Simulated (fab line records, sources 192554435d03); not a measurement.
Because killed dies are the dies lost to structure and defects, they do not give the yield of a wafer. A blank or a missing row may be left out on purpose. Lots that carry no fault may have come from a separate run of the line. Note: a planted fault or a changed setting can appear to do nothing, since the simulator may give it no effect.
Chamber matching | flow n5-finfet | N5_GATE_CUT_ETCH_37 on rie-diel-03: 4 sister chambers
The step etches SOC in N2/H2, target depth 60 nm, overetch 12 nm, time 90 s. 8 wafers are shown with their chamber, then 12 later ones without.

## WAFERS, EACH WITH ITS CHAMBER
wafer  | chamber | drypump-motor-current-A (A) | throttle-valve-pct (%)
L084.4 | 0       | 4.8                         | 17.53
L086.3 | 1       | 6.1                         | 18.04
L086.4 | 0       | 4.8                         | 17.54
L088.1 | 1       | 6.0                         | 18.05
L088.2 | 3       | 5.5                         | 17.59
L089.2 | 3       | 5.5                         | 17.59
L089.3 | 2       | 5.3                         | 18.03
L089.5 | 2       | 5.4                         | 18.02

## WAFERS MISSING THEIR CHAMBER
wafer  | drypump-motor-current-A (A) | throttle-valve-pct (%)
L090.2 | 4.7                         | 17.53
L090.3 | 5.3                         | 18.03
L090.6 | 5.3                         | 18.03
L092.1 | 5.5                         | 17.59
L092.2 | 6.0                         | 18.06
L092.6 | 6.0                         | 18.05
L094.1 | 5.3                         | 18.07
L094.2 | 5.5                         | 17.61
L094.3 | 6.0                         | 18.07
L096.2 | 4.7                         | 17.56
L096.3 | 5.5                         | 17.60
L096.6 | 4.8                         | 17.56

## EACH ONE'S CHAMBER
wafer  | from the rows above | in truth
L090.2 | 0                   | 0
L090.3 | 2                   | 2
L090.6 | 2                   | 2
L092.1 | 3                   | 3
L092.2 | 1                   | 1
L092.6 | 1                   | 1
L094.1 | 2                   | 2
L094.2 | 3                   | 3
L094.3 | 1                   | 1
L096.2 | 0                   | 0
L096.3 | 3                   | 3
L096.6 | 0                   | 0
Correct placement for 12 of the 12. Not placeable from these rows: 0. 0 placed wrongly.
How it was worked out, from the rows above alone: a wafer's distance from a chamber is the root of the sum, over the readings, of the square of ((its reading less the chamber's mean) divided by the reading's scatter). If the next closest chamber is less than 2 further off than the closest, the wafer can't be placed; otherwise it belongs to the closest. The mean given for a chamber averages the wafers shown for that chamber. The scatter is the square root of a quotient: the sum, over the shown wafers, of each reading's squared deviation from its chamber's mean, divided by wafers minus chambers.
